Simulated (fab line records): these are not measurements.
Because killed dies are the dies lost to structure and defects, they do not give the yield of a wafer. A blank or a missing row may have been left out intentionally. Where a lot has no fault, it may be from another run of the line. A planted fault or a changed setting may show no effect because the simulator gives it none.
Which tool did it?    flow n5_finfet    Sampling: 10 lots, 28 wafers, 5 of 1938 route steps

WHAT THE GAUGES SHOWED, per wafer
N5_BEOL_M4_RC_MEAS_101.
lot   measured      on         IOFF_P_LONG (nA/um)
L297  day 7 19:21   prober-02  0.000108 0.000106 0.00011
L300  day 8 20:26   prober-01  0.000105 0.000111 0.000103
L302  day 8 23:56   prober-02  9.6e-05 0.000107 9.7e-05
L303  day 9 23:54   prober-01  0.000272 0.000109
L305  day 10 21:11  prober-01  9.4e-05 0.000278
L307  day 11 11:34  prober-01  0.000116 0.000127 0.000128
L312  day 11 18:13  prober-01  0.000107 0.000109 0.000103
L314  day 12 19:31  prober-01  9.8e-05 9.6e-05 9.6e-05
L315  day 12 20:11  prober-02  9.9e-05 0.000113 0.000109
L317  day 13 22:40  prober-02  9.6e-05 9.7e-05 9.7e-05

WHICH TOOL RAN EACH LOT (tool, then ch and the chambers of the sampled wafers, then the start)
lot   N5_HKMG_FIN_ALD_74               N5_BEOL_M4_ANNEAL_87          N5_BEOL_M4_ANNEAL_95          N5_BEOL_M4_SPUTTER_96
L297  ald_hk-03 ch 0,1,2, day 3 22:56  pvd_sputter-03, day 7 16:32   pvd_sputter-03, day 7 17:25   pvd_sputter-03, day 7 17:34
L300  ald_hk-03 ch 1,2,3, day 4 15:49  pvd_sputter-02, day 8 18:19   pvd_sputter-02, day 8 19:11   pvd_sputter-02, day 8 19:20
L302  ald_hk-03 ch 1,2,3, day 5 08:59  pvd_sputter-02, day 8 21:40   pvd_sputter-02, day 8 22:33   pvd_sputter-02, day 8 22:41
L303  ald_hk-03 ch 0,3, day 5 11:18    pvd_sputter-03, day 9 21:11   pvd_sputter-03, day 9 22:04   pvd_sputter-03, day 9 22:10
L305  ald_hk-03 ch 2,3, day 6 00:32    pvd_sputter-02, day 10 18:47  pvd_sputter-02, day 10 19:40  pvd_sputter-02, day 10 19:48
L307  ald_hk-01 ch 0,2, day 6 16:48    pvd_sputter-01, day 11 09:16  pvd_sputter-01, day 11 10:09  pvd_sputter-01, day 11 10:17
L312  ald_hk-02 ch 0,1,2, day 7 17:07  pvd_sputter-03, day 11 15:57  pvd_sputter-03, day 11 16:50  pvd_sputter-03, day 11 16:58
L314  ald_hk-01 ch 0,2,3, day 8 05:46  pvd_sputter-03, day 12 17:15  pvd_sputter-03, day 12 18:08  pvd_sputter-03, day 12 18:16
L315  ald_hk-03 ch 0,1,3, day 8 11:27  pvd_sputter-01, day 12 18:04  pvd_sputter-01, day 12 18:56  pvd_sputter-01, day 12 19:05
L317  ald_hk-03 ch 0,1, day 9 02:47    pvd_sputter-01, day 13 20:11  pvd_sputter-01, day 13 21:04  pvd_sputter-01, day 13 21:12
- N5_HKMG_FIN_ALD_74: deposits La2O3, target thk 0.5 nm, pulse time 6 s, co reactant pulse time 1 s.
- N5_BEOL_M4_ANNEAL_87: time 240 s.
- N5_BEOL_M4_ANNEAL_95: time 240 s.
- N5_BEOL_M4_SPUTTER_96: material Cu, target thk 4.5 nm, time 8.29 s.

THE ANSWER, worked out from the rows above alone
Rule: the usual values come from the lots themselves. Put in order of their means at a reading, lots are off if they are a third of the lots or fewer, leave a main group of 4 or more, and stand apart from it by a gap of 3 or more times the standard deviation of the main group's means; of several such gaps the widest counts. The tables above print the reading to a certain number of digits; a main group whose means all agree to those digits is not used. Also off: a lot with no number at a reading for which 4 or more lots have one. All remaining lots with rows at the step are treated as sound.
Off: L303, L305, at N5_BEOL_M4_RC_MEAS_101 (IOFF_P_LONG). The main group has a mean of 0.000106 nA/um with a standard deviation of 8.1e-06.
A tool fits if, at a process step before that reading, it ran every lot that is off, and no sound lot after the first of them. Gauges at N5_BEOL_M4_RC_MEAS_101: tried the same way as those tools. Not one of the candidates tried fits.

WHAT THE SIMULATOR PUT IN
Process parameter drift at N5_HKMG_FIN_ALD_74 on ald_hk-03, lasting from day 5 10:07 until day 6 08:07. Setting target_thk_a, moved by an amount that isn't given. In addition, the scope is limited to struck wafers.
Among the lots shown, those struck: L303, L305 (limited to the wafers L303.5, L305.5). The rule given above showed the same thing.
